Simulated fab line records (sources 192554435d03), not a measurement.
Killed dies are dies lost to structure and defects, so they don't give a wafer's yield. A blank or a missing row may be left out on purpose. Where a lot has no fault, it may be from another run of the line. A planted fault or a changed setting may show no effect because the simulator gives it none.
Chamber matching || flow n5 finfet || 3 sister chambers for N5_BEOL_M7_CURE_74 on uv cure-01
The step cures SiCOH lowk, time 240 s. 6 wafers are shown with their chamber, then 10 later ones without.

## WAFERS, EACH WITH ITS CHAMBER
{"wafer": "L082.3", "chamber": 1, "wafer_temp_C_max": 386.3, "lamp power pct (%)": 52.38}
{"wafer": "L082.4", "chamber": 1, "wafer_temp_C_max": 385.7, "lamp power pct (%)": 52.33}
{"wafer": "L085.4", "chamber": 0, "wafer_temp_C_max": 387.3, "lamp power pct (%)": 52.30}
{"wafer": "L085.6", "chamber": 0, "wafer_temp_C_max": 386.8, "lamp power pct (%)": 52.32}
{"wafer": "L091.2", "chamber": 2, "wafer_temp_C_max": 386.3, "lamp power pct (%)": 52.35}
{"wafer": "L091.5", "chamber": 2, "wafer_temp_C_max": 387.3, "lamp power pct (%)": 52.40}

## WAFERS MISSING THEIR CHAMBER
{"wafer": "L091.6", "wafer_temp_C_max": 386.9, "lamp power pct (%)": 52.37}
{"wafer": "L088.2", "wafer_temp_C_max": 386.4, "lamp power pct (%)": 52.37}
{"wafer": "L088.3", "wafer_temp_C_max": 386.8, "lamp power pct (%)": 52.36}
{"wafer": "L088.6", "wafer_temp_C_max": 386.9, "lamp power pct (%)": 52.34}
{"wafer": "L094.1", "wafer_temp_C_max": 386.7, "lamp power pct (%)": 52.22}
{"wafer": "L094.3", "wafer_temp_C_max": 386.3, "lamp power pct (%)": 52.31}
{"wafer": "L094.4", "wafer_temp_C_max": 385.9, "lamp power pct (%)": 52.19}
{"wafer": "L096.2", "wafer_temp_C_max": 386.5, "lamp power pct (%)": 52.31}
{"wafer": "L096.5", "wafer_temp_C_max": 386.9, "lamp power pct (%)": 52.30}
{"wafer": "L096.6", "wafer_temp_C_max": 386.4, "lamp power pct (%)": 52.39}

## WHICH CHAMBER EACH WENT THROUGH
{"wafer": "L091.6", "from the rows above": "can't be placed: 2 or 1 or 0", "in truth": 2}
{"wafer": "L088.2", "from the rows above": "can't be placed: 2 or 1 or 0", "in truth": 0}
{"wafer": "L088.3", "from the rows above": "can't be placed: 2 or 1 or 0", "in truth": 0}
{"wafer": "L088.6", "from the rows above": "can't be placed: 0 or 2 or 1", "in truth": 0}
{"wafer": "L094.1", "from the rows above": "can't be placed: 0 or 1", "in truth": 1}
{"wafer": "L094.3", "from the rows above": "can't be placed: 0 or 1 or 2", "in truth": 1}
{"wafer": "L094.4", "from the rows above": "can't be placed: 0 or 1 or 2", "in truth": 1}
{"wafer": "L096.2", "from the rows above": "can't be placed: 0 or 1 or 2", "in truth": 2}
{"wafer": "L096.5", "from the rows above": 0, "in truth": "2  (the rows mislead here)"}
{"wafer": "L096.6", "from the rows above": "can't be placed: 2 or 1", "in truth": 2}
Correctly placed: 0 of 10. Cannot be placed on the basis of these rows: 9; the candidates contain the true chamber in 9. 1 placed wrongly.
How it was worked out, from the rows above alone: a wafer's distance from a chamber is the root of the sum, over the readings, of the square of ((its reading less the chamber's mean) divided by the reading's scatter). The wafer belongs to the nearest chamber; if the next one is less than 2 further off, it can't be placed. For every chamber, the mean is computed from those of its wafers that are shown. The scatter: the root of (the sum of the squares of (reading less its chamber's mean) over the shown wafers, divided by (wafers less chambers)).
